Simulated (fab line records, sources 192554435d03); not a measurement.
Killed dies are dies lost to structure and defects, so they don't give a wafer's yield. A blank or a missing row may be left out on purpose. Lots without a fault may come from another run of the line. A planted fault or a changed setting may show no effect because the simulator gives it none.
fab line records | flow n5_finfet
record lots=24 wafers=72 last_day=19
route steps=1938 shown BEOL_M3@980 BEOL_M4@1069
lots that met no fault: from a run of the same line without faults
start_h: hours from the record's first day to the start of the lot's first wafer shown | wait_h: hours since the lot's step before | " the same as in the row above | L1.1+2: a row that stands for several wafers | - no value, or no start given | * or withheld: withheld | < > ~ a bound
route shown NAME@n: a module of which the file shows steps, and the number in the route of the first | usual: mean/standard deviation of fault-free wafers | same: alike in all rows | chamber/n: place in a boat | sites: the reading at each site | _std_site: their standard deviation | _edge_site: outer sites' mean less inner sites' | radius_mm: how far each site lies from the wafer's centre | mask NAME#n: copy n | behind: the tool/chamber that last shaped the wafer | hold: why the lot was held/for how many hours/how that ended | device: the transistor (n, p or np) that didn't switch | end of line: the same wafers' tests at the end of the route | a step without rows: its recipe alone | killed: dies lost to structure and defects at the first sort, not the wafer's yield | map: a wafer's dies, x killed, . not, _ none there
set.NAME: the setting as run; set.NAME@STEP: as run at that earlier step | model.NAME: the simulator's own value behind a step, which no gauge read
steps of the route over a sample of lots; a table a step, a row a wafer
services: from which hour (start_h, from the record's first day; less than 0 if before it) a tool's chamber was out of use, for how many hours, and why
## steps
# step N5_BEOL_M3_TRENCH_ETCH_37
# recipe chemistry=C4F6/O2 target_depth_a=555.55 target=SiOC time_s=29.2 ion_energy_ev=250 pressure_mtorr=30 source_w=355 bias_w=185 Ar_flow_sccm=300 C4F6_flow_sccm=10 O2_flow_sccm=10
# usual bias_w=185.0/0.53 drypump_motor_current_A=5.5/0.38 oes_product_au=0.76/0.089 rf_fwd_power_W=350.4/1.7 rf_vpp_V=667/14 showerhead_plenum_p_Torr=2.83/0.11 throttle_valve_pct=20.88/0.21
# columns lot.wafer tool chamber start_h wait_h bias_w drypump_motor_current_A oes_product_au rf_fwd_power_W rf_hours_counter_h rf_vpp_V showerhead_plenum_p_Torr throttle_valve_pct
L074.1 rie_diel-02 1 - - 185.8 6.0 0.71 352.1 181 666 2.71 20.53
L074.4 " 3 " " 185.6 5.7 0.71 346.2 - 644 2.79 21.01
L074.6 " 1 " " 185.9 6.0 0.70 350.2 - 665 2.71 20.52
L075.1 rie_diel-02 3 - - 185.2 5.7 0.71 347.4 221 643 2.79 21.00
L075.2 " 2 " " 185.1 5.5 0.71 350.9 233 690 2.82 20.79
L075.6 " 2 " " 184.9 5.5 0.71 351.6 - 692 2.82 20.82
L078.2 rie_diel-06 3 - - 184.3 5.4 0.73 349.6 178 672 2.73 21.23
L078.3 " 1 " " 184.4 5.7 0.74 349.8 205 667 2.74 20.91
L078.6 " 1 " " 184.9 5.7 0.74 350.1 - 668 2.74 20.90
L077.4 rie_diel-04 2 - - 184.6 5.2 0.72 348.9 171 679 2.97 21.03
L077.5 " 3 " " 184.5 5.7 0.68 346.2 - 651 2.78 20.91
L077.6 " 2 " " 185.0 5.3 0.73 350.8 - 680 2.97 21.03
L079.1 rie_diel-06 3 - - 185.1 5.4 0.73 352.0 182 671 2.72 21.21
L079.4 " 1 " " 184.8 5.7 0.73 348.0 209 668 2.74 20.91
L079.6 " 1 " " 185.4 5.7 0.73 350.9 - 669 2.74 20.92
L080.2 rie_diel-06 0 - - 184.7 4.9 0.86 352.8 36 678 2.78 20.61
L080.4 " 1 " " 185.0 5.7 0.73 350.6 209 668 2.74 20.93
L080.5 " 3 " " 185.4 5.3 0.72 352.2 - 673 2.72 21.22
L081.1 rie_diel-02 0 - - 185.7 5.4 0.93 350.2 15 674 2.90 20.70
L081.2 " 1 " " 185.1 6.1 0.70 350.3 198 665 2.71 20.55
L081.6 " 2 " " 185.3 5.5 0.70 351.0 - 691 2.81 20.81
L082.1 rie_diel-06 1 - - 184.1 5.7 0.73 351.0 213 668 2.73 20.91
L082.3 " 3 " " 184.3 5.3 0.72 350.8 186 672 2.72 21.21
L082.4 " 0 " " 184.3 4.9 0.84 351.3 40 680 2.78 20.60
L083.2 rie_diel-04 2 - - 184.3 5.3 0.71 351.9 179 679 2.97 21.05
L083.3 " 0 " " 185.4 5.8 0.92 351.1 32 646 2.80 20.63
L083.6 " 3 " " 185.7 5.7 0.67 346.8 - 653 2.78 20.93
L084.1 rie_diel-04 2 - - 184.4 5.2 0.71 350.7 181 679 2.97 21.03
L084.3 " 3 " " 184.9 5.7 0.67 346.9 247 652 2.78 20.94
L084.4 " 0 " " 184.7 5.8 0.90 350.9 34 647 2.80 20.64
L085.1 rie_diel-04 3 - - 185.0 5.7 0.66 347.1 255 653 2.77 20.95
L085.4 " 2 " " 186.2 5.3 0.70 349.5 - 679 2.96 21.05
L085.6 " 0 " " 185.4 5.8 0.89 351.7 - 646 2.79 20.65
L087.1 rie_diel-06 3 - - 186.2 5.4 0.72 350.6 196 673 2.72 21.24
L087.2 " 1 " " 184.5 5.6 0.72 349.6 224 666 2.73 20.94
L087.5 " 3 " " 185.1 5.4 0.72 352.2 - 670 2.72 21.25
L086.2 rie_diel-04 3 - - 184.7 5.6 0.67 346.2 255 652 2.77 20.94
L086.4 " 0 " " 184.6 5.8 0.89 348.1 - 646 2.79 20.65
L086.5 " 3 " " 184.3 5.7 0.67 347.7 - 651 2.77 20.93
L089.2 rie_diel-06 1 - - 185.2 5.7 0.72 350.1 228 666 2.73 20.94
L089.3 " 0 " " 185.4 4.9 0.83 349.7 55 680 2.78 20.62
L089.5 " 0 " " 185.0 4.9 0.82 351.6 - 678 2.78 20.62
L076.3 rie_diel-06 0 - - 185.3 4.9 0.83 351.1 56 678 2.78 20.62
L076.4 " 3 " " 184.5 5.4 0.71 349.8 201 674 2.72 21.24
L076.6 " 1 " " 184.6 5.7 0.71 352.7 - 668 2.73 20.94
L090.2 rie_diel-04 1 - - 184.4 6.3 0.98 350.3 4 659 3.05 20.80
L090.4 " 1 " " 184.3 6.3 0.97 349.6 - 660 3.05 20.78
L090.6 " 2 " " 184.8 5.2 0.69 351.0 - 678 2.96 21.07
L088.2 rie_diel-04 0 - - 184.7 5.8 0.86 350.9 55 646 2.79 20.67
L088.3 " 1 " " 185.6 6.3 0.95 350.7 10 661 3.05 20.79
L088.6 " 2 " " 185.2 5.3 0.69 352.1 - 680 2.96 21.06
L091.2 rie_diel-06 1 - - 185.0 5.6 0.71 353.2 235 668 2.72 20.96
L091.5 " 0 " " 184.8 4.9 0.81 352.5 - 679 2.77 20.62
L091.6 " 3 " " 185.0 5.4 0.70 350.2 - 671 2.71 21.28
L092.1 rie_diel-04 1 - - 185.1 6.3 0.94 350.3 13 659 3.05 20.79
L092.2 " 2 " " 183.7 5.3 0.70 351.1 206 679 2.95 21.09
L092.4 " 2 " " 186.0 5.2 0.70 351.8 - 677 2.95 21.09
L093.2 rie_diel-04 0 - - 184.5 5.8 0.85 348.2 61 645 2.79 20.70
L093.4 " 2 " " 184.9 5.3 0.69 351.5 - 678 2.95 21.07
L093.6 " 1 " " 184.2 6.3 0.91 352.0 - 660 3.05 20.82
L094.1 rie_diel-04 0 - - 184.3 5.8 0.85 350.5 62 646 2.79 20.69
L094.3 " 1 " " 184.8 6.3 0.91 351.2 16 660 3.05 20.81
L094.4 " 1 " " 184.2 6.3 0.93 348.8 - 659 3.05 20.81
L095.2 rie_diel-06 1 - - 185.2 5.6 0.71 350.7 241 668 2.72 20.95
L095.5 " 3 " " 184.7 5.3 0.71 352.2 - 671 2.71 21.28
L095.6 " 0 " " 184.2 4.9 0.81 352.1 - 679 2.77 20.65
L096.2 rie_diel-04 3 - - 184.4 5.6 0.99 346.5 1 652 2.77 20.52
L096.5 " 2 " " 185.1 5.2 0.69 352.0 - 680 2.95 21.09
L096.6 " 1 " " 184.7 6.3 0.92 350.8 - 660 3.05 20.83
L097.1 rie_diel-06 1 - - 184.7 5.6 0.71 351.4 242 667 2.72 20.96
L097.5 " 1 " " 184.5 5.6 0.71 349.2 - 668 2.72 20.97
L097.6 " 0 " " 185.0 4.9 0.80 352.6 - 679 2.77 20.64
# step N5_BEOL_M3_CD_MEAS_35
# recipe target_cd_nm=18 target_cd_y_nm=21 polarity=opening
# usual cd_nm=18.0/0.37
# columns lot.wafer tool chamber start_h wait_h cd_nm
L074.1 cd_sem-01 - 178.34 0.0 18.2
L074.4 " - " " 18.9
L074.6 " - " " 18.1
L075.1 cd_sem-03 - 183.20 0.0 18.4
L075.2 " - " " 17.5
L075.6 " - " " 17.2
L078.2 cd_sem-02 - 196.50 0.0 18.2
L078.3 " - " " 17.9
L078.6 " - " " 18.3
L077.4 cd_sem-03 - 209.56 0.0 17.8
L077.5 " - " " 18.4
L077.6 " - " " 17.4
L079.1 cd_sem-01 - 223.14 0.0 18.3
L079.4 " - " " 18.2
L079.6 " - " " 18.4
L080.2 cd_sem-02 - 226.40 0.0 18.3
L080.4 " - " " 17.9
L080.5 " - " " 18.1
L081.1 cd_sem-03 - 230.04 0.0 17.6
L081.2 " - " " 18.0
L081.6 " - " " 18.0
L082.1 cd_sem-02 - 238.57 0.0 18.2
L082.3 " - " " 18.1
L082.4 " - " " 18.6
L083.2 cd_sem-03 - 243.64 0.0 18.3
L083.3 " - " " 18.7
L083.6 " - " " 18.5
L084.1 cd_sem-03 - 255.94 0.0 18.7
L084.3 " - " " 18.3
L084.4 " - " " 17.4
L085.1 cd_sem-01 - 281.08 0.0 17.7
L085.4 " - " " 17.3
L085.6 " - " " 17.7
L087.1 cd_sem-02 - 281.09 0.0 17.8
L087.2 " - " " 18.5
L087.5 " - " " 18.6
L086.2 cd_sem-02 - 281.58 0.0 18.5
L086.4 " - " " 17.4
L086.5 " - " " 18.2
L089.2 cd_sem-03 - 295.70 0.0 18.2
L089.3 " - " " 17.7
L089.5 " - " " 17.4
L076.3 cd_sem-02 - 296.09 0.0 17.9
L076.4 " - " " 17.3
L076.6 " - " " 18.3
L090.2 cd_sem-03 - 299.67 0.0 18.1
L090.4 " - " " 18.4
L090.6 " - " " 18.1
L088.2 cd_sem-01 - 314.84 0.0 18.5
L088.3 " - " " 18.0
L088.6 " - " " 18.6
L091.2 cd_sem-02 - 315.59 0.0 18.1
L091.5 " - " " 18.0
L091.6 " - " " 18.2
L092.1 cd_sem-03 - 322.14 0.0 18.4
L092.2 " - " " 18.6
L092.4 " - " " 18.5
L093.2 cd_sem-02 - 326.60 0.0 18.2
L093.4 " - " " 17.8
L093.6 " - " " 17.4
L094.1 cd_sem-01 - 326.99 0.0 18.2
L094.3 " - " " 18.9
L094.4 " - " " 18.5
L095.2 cd_sem-01 - 329.84 0.0 17.2
L095.5 " - " " 17.7
L095.6 " - " " 17.8
L096.2 cd_sem-01 - 330.06 0.0 18.1
L096.5 " - " " 18.6
L096.6 " - " " 18.0
L097.1 cd_sem-02 - 333.19 0.0 17.9
L097.5 " - " " 17.9
L097.6 " - " " 17.5
# step N5_BEOL_M3_ANNEAL_80
# recipe temp_c=400 time_s=240 ambient=vacuum
# usual heater_power_w=807/67
# columns lot.wafer tool chamber start_h wait_h heater_power_w
L074.1 pvd_sputter-03 - 181.17 0.0 778
L074.4 " - " " 714
L074.6 " - " " 951
L075.1 pvd_sputter-02 - 184.19 0.0 804
L075.2 " - " " 795
L075.6 " - " " 788
L078.2 pvd_sputter-03 - 197.52 0.0 930
L078.3 " - " " 716
L078.6 " - " " 806
L077.4 pvd_sputter-02 - 210.62 0.0 773
L077.5 " - " " 811
L077.6 " - " " 780
L079.1 pvd_sputter-03 - 224.70 0.0 928
L079.4 " - " " 718
L079.6 " - " " 918
L080.2 pvd_sputter-03 - 227.48 0.0 710
L080.4 " - " " 835
L080.5 " - " " 712
L081.1 pvd_sputter-03 - 231.09 0.0 784
L081.2 " - " " 940
L081.6 " - " " 723
L082.1 pvd_sputter-02 - 239.58 0.0 796
L082.3 " - " " 735
L082.4 " - " " 812
L083.2 pvd_sputter-02 - 244.58 0.0 796
L083.3 " - " " 801
L083.6 " - " " 737
L084.1 pvd_sputter-02 - 256.96 0.0 804
L084.3 " - " " 800
L084.4 " - " " 745
L085.1 pvd_sputter-03 - 282.47 0.0 849
L085.4 " - " " 790
L085.6 " - " " 804
L087.1 pvd_sputter-01 - 282.60 0.0 898
L087.2 " - " " 801
L087.5 " - " " 904
L086.2 pvd_sputter-02 - 284.29 0.0 791
L086.4 " - " " 722
L086.5 " - " " 816
L076.3 pvd_sputter-03 - 297.21 0.0 925
L076.4 " - " " 724
L076.6 " - " " 776
L089.2 pvd_sputter-02 - 297.31 0.0 823
L089.3 " - " " 795
L089.5 " - " " 823
L090.2 pvd_sputter-03 - 300.58 0.0 700
L090.4 " - " " 772
L090.6 " - " " 961
L088.2 pvd_sputter-03 - 317.31 0.0 929
L088.3 " - " " 799
L088.6 " - " " 828
L091.2 pvd_sputter-01 - 318.52 0.0 798
L091.5 " - " " 811
L091.6 " - " " 857
L092.1 pvd_sputter-03 - 325.33 0.0 729
L092.2 " - " " 764
L092.4 " - " " 952
L093.2 pvd_sputter-03 - 327.76 0.0 845
L093.4 " - " " 712
L093.6 " - " " 939
L094.1 pvd_sputter-01 - 328.93 0.0 856
L094.3 " - " " 796
L094.4 " - " " 729
L095.2 pvd_sputter-03 - 331.05 0.0 926
L095.5 " - " " 718
L095.6 " - " " 836
L096.2 pvd_sputter-01 - 331.15 0.0 841
L096.5 " - " " 756
L096.6 " - " " 862
L097.1 pvd_sputter-02 - 334.32 0.0 805
L097.5 " - " " 811
L097.6 " - " " 814
# step N5_BEOL_M3_SPUTTER_86
# recipe material=Cu target_thk_a=45 temp_c=-20 chamber_pressure_pa=0.07 power_w=withheld time_s=8.29
# usual throttle_valve_pct=30.2/0.73
# columns lot.wafer tool chamber start_h wait_h throttle_valve_pct
L074.1 pvd_sputter-03 - 181.53 0.1 29.7
L074.4 " - " " 31.1
L074.6 " - " " 29.6
L075.1 pvd_sputter-02 - 184.55 0.1 31.0
L075.2 " - " " 30.3
L075.6 " - " " 30.5
L078.2 pvd_sputter-03 - 197.88 0.1 29.5
L078.3 " - " " 31.0
L078.6 " - " " 29.7
L077.4 pvd_sputter-02 - 210.98 0.1 30.4
L077.5 " - " " 30.3
L077.6 " - " " 30.6
L079.1 pvd_sputter-03 - 225.06 0.1 29.3
L079.4 " - " " 31.0
L079.6 " - " " 29.4
L080.2 pvd_sputter-03 - 227.84 0.1 30.7
L080.4 " - " " 30.5
L080.5 " - " " 31.1
L081.1 pvd_sputter-03 - 231.45 0.1 29.6
L081.2 " - " " 29.4
L081.6 " - " " 31.2
L082.1 pvd_sputter-02 - 239.94 0.1 30.3
L082.3 " - " " 28.8
L082.4 " - " " 31.3
L083.2 pvd_sputter-02 - 244.94 0.1 31.4
L083.3 " - " " 30.7
L083.6 " - " " 29.1
L084.1 pvd_sputter-02 - 257.32 0.1 31.0
L084.3 " - " " 30.7
L084.4 " - " " 29.2
L085.1 pvd_sputter-03 - 282.83 0.1 30.4
L085.4 " - " " 29.9
L085.6 " - " " 29.7
L087.1 pvd_sputter-01 - 282.96 0.1 31.3
L087.2 " - " " 31.1
L087.5 " - " " 31.2
L086.2 pvd_sputter-02 - 284.65 0.1 30.4
L086.4 " - " " 28.9
L086.5 " - " " 31.0
L076.3 pvd_sputter-03 - 297.57 0.1 29.3
L076.4 " - " " 31.1
L076.6 " - " " 30.1
L089.2 pvd_sputter-02 - 297.67 0.1 30.4
L089.3 " - " " 31.1
L089.5 " - " " 31.1
L090.2 pvd_sputter-03 - 300.94 0.1 31.1
L090.4 " - " " 29.6
L090.6 " - " " 29.5
L088.2 pvd_sputter-03 - 317.67 0.1 29.4
L088.3 " - " " 29.9
L088.6 " - " " 30.1
L091.2 pvd_sputter-01 - 318.88 0.1 30.8
L091.5 " - " " 30.9
L091.6 " - " " 29.5
L092.1 pvd_sputter-03 - 325.69 0.1 31.4
L092.2 " - " " 29.9
L092.4 " - " " 29.7
L093.2 pvd_sputter-03 - 328.12 0.1 30.3
L093.4 " - " " 31.1
L093.6 " - " " 29.4
L094.1 pvd_sputter-01 - 329.29 0.1 29.7
L094.3 " - " " 30.9
L094.4 " - " " 29.3
L095.2 pvd_sputter-03 - 331.41 0.1 29.4
L095.5 " - " " 31.0
L095.6 " - " " 30.3
L096.2 pvd_sputter-01 - 331.51 0.1 29.3
L096.5 " - " " 29.2
L096.6 " - " " 29.5
L097.1 pvd_sputter-02 - 334.68 0.1 31.0
L097.5 " - " " 30.7
L097.6 " - " " 30.2
# step N5_BEOL_M3_ANNEAL_89
# recipe temp_c=400 time_s=240 ambient=vacuum
# usual heater_power_w=805/68
# columns lot.wafer tool chamber start_h wait_h heater_power_w
L074.1 pvd_sputter-03 - 181.83 0.0 773
L074.4 " - " " 728
L074.6 " - " " 933
L075.1 pvd_sputter-02 - 184.85 0.0 800
L075.2 " - " " 801
L075.6 " - " " 763
L078.2 pvd_sputter-03 - 198.18 0.0 946
L078.3 " - " " 721
L078.6 " - " " 775
L077.4 pvd_sputter-02 - 211.28 0.0 793
L077.5 " - " " 808
L077.6 " - " " 777
L079.1 pvd_sputter-03 - 225.36 0.0 911
L079.4 " - " " 724
L079.6 " - " " 947
L080.2 pvd_sputter-03 - 228.14 0.0 716
L080.4 " - " " 834
L080.5 " - " " 715
L081.1 pvd_sputter-03 - 231.75 0.0 777
L081.2 " - " " 931
L081.6 " - " " 733
L082.1 pvd_sputter-02 - 240.24 0.0 789
L082.3 " - " " 719
L082.4 " - " " 798
L083.2 pvd_sputter-02 - 245.24 0.0 821
L083.3 " - " " 794
L083.6 " - " " 727
L084.1 pvd_sputter-02 - 257.62 0.0 784
L084.3 " - " " 782
L084.4 " - " " 740
L085.1 pvd_sputter-03 - 283.13 0.0 827
L085.4 " - " " 761
L085.6 " - " " 777
L087.1 pvd_sputter-01 - 283.26 0.0 902
L087.2 " - " " 828
L087.5 " - " " 906
L086.2 pvd_sputter-02 - 284.95 0.0 815
L086.4 " - " " 732
L086.5 " - " " 818
L076.3 pvd_sputter-03 - 297.87 0.0 907
L076.4 " - " " 712
L076.6 " - " " 787
L089.2 pvd_sputter-02 - 297.97 0.0 782
L089.3 " - " " 815
L089.5 " - " " 799
L090.2 pvd_sputter-03 - 301.24 0.0 709
L090.4 " - " " 779
L090.6 " - " " 937
L088.2 pvd_sputter-03 - 317.97 0.0 939
L088.3 " - " " 791
L088.6 " - " " 833
L091.2 pvd_sputter-01 - 319.18 0.0 817
L091.5 " - " " 799
L091.6 " - " " 870
L092.1 pvd_sputter-03 - 325.99 0.0 725
L092.2 " - " " 780
L092.4 " - " " 945
L093.2 pvd_sputter-03 - 328.42 0.0 838
L093.4 " - " " 710
L093.6 " - " " 931
L094.1 pvd_sputter-01 - 329.59 0.0 883
L094.3 " - " " 805
L094.4 " - " " 738
L095.2 pvd_sputter-03 - 331.71 0.0 933
L095.5 " - " " 718
L095.6 " - " " 856
L096.2 pvd_sputter-01 - 331.81 0.0 861
L096.5 " - " " 756
L096.6 " - " " 861
L097.1 pvd_sputter-02 - 334.98 0.0 818
L097.5 " - " " 778
L097.6 " - " " 822
# step N5_BEOL_M4_STRIP_36
# recipe chemistry=N2/H2 power_w=450 temp_c=40 pressure_mtorr=20 rf_frequency_hz=6e+07 overash_fraction=0.3 bias_power_w=7 h2_frac=0.5 n2_flow_sccm=200 h2_flow_sccm=200
# usual drypump_motor_current_A=5.9/0.5 oes_product_au=0.79/0.07 power_w=450.2/1.6 rf_vpp_V=58.9/1.5 showerhead_plenum_p_Torr=2.49/0.099 temp_c=40.00/0.11 throttle_valve_pct=23.54/0.28
# columns lot.wafer tool chamber start_h wait_h drypump_motor_current_A oes_product_au power_w rf_hours_counter_h rf_vpp_V showerhead_plenum_p_Torr temp_c throttle_valve_pct
L074.1 rie_diel-01 2 188.78 0.0 5.4 0.70 454.1 207 56.9 2.62 40.09 23.68
L074.4 " 0 " " 6.2 0.78 447.7 147 57.3 2.43 40.11 23.52
L074.6 " 1 " " 6.5 0.85 448.3 - 55.3 2.49 39.80 23.46
L075.1 rie_diel-03 0 193.56 0.0 6.0 0.83 450.1 76 59.2 2.47 40.00 24.02
L075.2 " 3 " " 5.6 0.69 449.7 240 57.7 2.61 40.06 24.21
L075.6 " 2 " " 6.7 0.83 451.5 - 62.8 2.57 40.12 23.63
L078.2 rie_diel-01 0 235.64 0.0 6.3 0.76 450.9 161 59.5 2.42 40.06 23.57
L078.3 " 1 " " 6.5 0.84 447.8 66 59.0 2.49 39.86 23.50
L078.6 " 2 " " 5.4 0.70 449.3 - 60.0 2.61 40.03 23.67
L077.4 rie_diel-01 3 238.33 0.0 5.1 0.74 448.0 - 58.9 2.31 40.28 23.06
L077.5 " 0 " " 6.2 0.75 449.3 - 59.5 2.42 39.85 23.57
L077.6 " 1 " " 6.5 0.82 451.4 - 58.5 2.49 39.87 23.48
L079.1 rie_diel-03 1 258.66 0.0 6.5 0.83 452.3 67 58.6 2.57 39.96 23.37
L079.4 " 2 " " 6.7 0.83 449.5 82 59.6 2.57 40.00 23.64
L079.6 " 2 " " 6.7 0.83 450.1 - 62.6 2.57 40.04 23.65
L080.2 rie_diel-01 3 259.17 0.0 5.1 0.72 450.7 189 56.7 2.30 40.09 23.08
L080.4 " 1 " " 6.5 0.82 453.1 75 57.2 2.48 40.17 23.51
L080.5 " 0 " " 6.3 0.76 447.6 - 59.1 2.42 39.94 23.56
L081.1 rie_diel-03 1 265.54 0.0 6.5 0.81 452.2 69 58.0 2.57 40.04 23.37
L081.2 " 2 " " 6.7 0.83 447.5 84 59.1 2.56 40.02 23.65
L081.6 " 3 " " 5.6 0.97 452.2 - 60.3 2.61 39.98 23.86
L082.1 rie_diel-01 3 271.80 0.0 5.1 0.71 451.7 192 57.6 2.30 39.85 23.09
L082.3 " 0 " " 6.2 0.77 451.2 172 60.1 2.42 39.94 23.59
L082.4 " 2 " " 5.4 0.68 450.5 232 59.3 2.61 40.05 23.72
L083.2 rie_diel-03 2 277.08 0.0 6.7 0.81 448.1 87 59.4 2.56 40.04 23.63
L083.3 " 3 " " 5.6 0.95 452.0 8 59.1 2.60 40.25 23.82
L083.6 " 3 " " 5.6 0.95 451.8 - 59.8 2.60 40.14 23.83
L084.1 rie_diel-01 1 287.56 0.0 6.4 0.82 452.6 83 59.1 2.48 40.12 23.50
L084.3 " 3 " " 5.2 0.72 449.2 197 57.9 2.30 40.00 23.11
L084.4 " 2 " " 5.4 0.68 451.3 237 59.7 2.61 39.84 23.70
L085.1 rie_diel-01 0 291.04 0.0 6.2 0.75 452.0 178 58.8 2.41 39.99 23.60
L085.4 " 3 " " 5.1 0.72 452.3 198 58.2 2.30 40.12 23.12
L085.6 " 3 " " 5.2 0.72 450.3 - 58.0 2.30 39.95 23.12
L087.1 rie_diel-05 2 291.12 0.0 5.6 0.71 450.6 223 57.9 2.62 39.98 23.78
L087.2 " 0 " " 5.4 0.78 452.7 84 59.0 2.56 40.00 23.62
L087.5 " 2 " " 5.7 0.71 450.8 - 57.8 2.62 39.97 23.82
L086.2 rie_diel-05 2 295.74 0.0 5.7 0.72 448.4 224 59.0 2.62 39.97 23.78
L086.4 " 0 " " 5.4 0.80 452.0 85 60.5 2.56 40.06 23.58
L086.5 " 1 " " 6.2 0.89 449.7 - 57.6 2.46 40.17 23.28
L076.3 rie_diel-05 0 302.42 0.0 5.4 0.81 452.9 87 59.7 2.56 39.81 23.59
L076.4 " 3 " " 5.6 0.86 452.1 38 61.2 2.46 40.03 23.13
L076.6 " 0 " " 5.4 0.82 452.5 - 58.2 2.56 39.84 23.60
L089.2 rie_diel-01 0 305.79 0.0 6.2 0.75 450.5 183 58.0 2.41 39.78 23.59
L089.3 " 3 " " 5.1 0.72 450.3 202 58.8 2.30 40.11 23.11
L089.5 " 3 " " 5.1 0.72 452.1 - 56.6 2.30 40.13 23.13
L090.2 rie_diel-03 3 309.93 0.0 5.6 0.92 449.9 16 61.1 2.60 40.07 23.84
L090.4 " 1 " " 6.5 0.81 449.4 78 60.3 2.57 40.05 23.40
L090.6 " 2 " " 6.7 0.80 447.8 - 60.4 2.56 39.97 23.66
L091.2 rie_diel-01 0 325.11 0.0 6.2 0.74 449.5 188 58.7 2.41 39.84 23.61
L091.5 " 1 " " 6.4 0.80 449.8 - 60.1 2.47 40.13 23.54
L091.6 " 0 " " 6.2 0.74 450.1 - 57.5 2.41 39.95 23.60
L088.2 rie_diel-05 2 329.69 0.0 5.6 0.72 449.5 233 59.2 2.62 40.13 23.82
L088.3 " 3 " " 5.5 0.86 447.7 46 60.0 2.46 40.35 23.12
L088.6 " 3 " " 5.5 0.84 447.5 - 58.6 2.46 40.23 23.15
L092.1 rie_diel-01 0 335.21 0.0 6.2 0.74 450.7 194 57.7 2.41 39.91 23.59
L092.2 " 1 " " 6.4 0.79 449.3 101 59.1 2.47 39.93 23.54
L092.4 " 0 " " 6.2 0.74 451.2 - 58.6 2.41 39.90 23.62
L093.2 rie_diel-05 1 335.56 0.0 6.2 0.86 449.2 60 57.4 2.46 39.89 23.33
L093.4 " 3 " " 5.6 0.83 450.9 49 57.7 2.46 39.97 23.14
L093.6 " 3 " " 5.5 0.84 451.4 - 58.1 2.46 40.05 23.15
L094.1 rie_diel-05 2 338.22 0.0 5.7 0.72 449.6 237 60.5 2.62 39.93 23.81
L094.3 " 3 " " 5.6 0.84 450.2 50 59.0 2.46 40.00 23.14
L094.4 " 1 " " 6.2 0.88 451.0 60 57.5 2.46 39.87 23.34
L095.2 rie_diel-01 3 338.28 0.0 5.1 0.72 449.0 215 60.0 2.29 39.88 23.13
L095.5 " 1 " " 6.5 0.81 449.7 - 56.2 2.47 40.11 23.59
L095.6 " 3 " " 5.1 0.71 449.0 - 55.1 2.29 40.03 23.14
L096.2 rie_diel-03 0 338.39 0.0 6.0 0.78 452.4 113 57.8 2.45 40.05 24.08
L096.5 " 3 " " 5.6 0.92 449.6 - 58.1 2.60 39.86 23.85
L096.6 " 0 " " 6.0 0.78 450.6 - 56.1 2.45 39.94 24.07
L097.1 rie_diel-05 3 342.91 0.0 5.6 0.83 449.8 51 59.8 2.46 39.97 23.11
L097.5 " 1 " " 6.2 0.88 450.6 - 58.9 2.46 39.91 23.33
L097.6 " 0 " " 5.4 0.79 448.1 - 58.7 2.55 40.06 23.59
## services
# columns tool chamber start_h hours kind
rie_diel-02 1 154.13 5.4 repair
rie_diel-03 2 157.49 2.7 repair
rie_diel-04 3 167.41 8.7 repair
rie_diel-02 - 179.40 1.0 repair
rie_diel-06 2 189.08 10.0 repair
pvd_sputter-03 - 205.12 1.6 repair
rie_diel-06 2 226.76 7.4 repair
rie_diel-05 2 229.83 7.1 repair
rie_diel-04 3 236.60 5.9 repair
pvd_sputter-01 - 237.91 1.1 repair
rie_diel-02 - 257.06 72.1 repair
rie_diel-04 1 265.95 - clean
rie_diel-04 1 265.95 - consumable_replace:focus_ring
rie_diel-04 1 265.95 - consumable_replace:showerhead
rie_diel-04 1 265.95 20.5 scheduled_down
rie_diel-04 1 265.95 20.5 vent_cycle
rie_diel-04 3 294.15 6.5 repair
rie_diel-04 3 300.66 - clean
rie_diel-03 - 322.81 14.6 pm
rie_diel-02 - 329.20 14.6 pm
rie_diel-06 3 331.95 2.6 repair
rie_diel-04 - 336.59 4.8 repair
rie_diel-06 - 338.02 0.6 repair
rie_diel-01 1 341.15 22.0 repair
## key
fault none
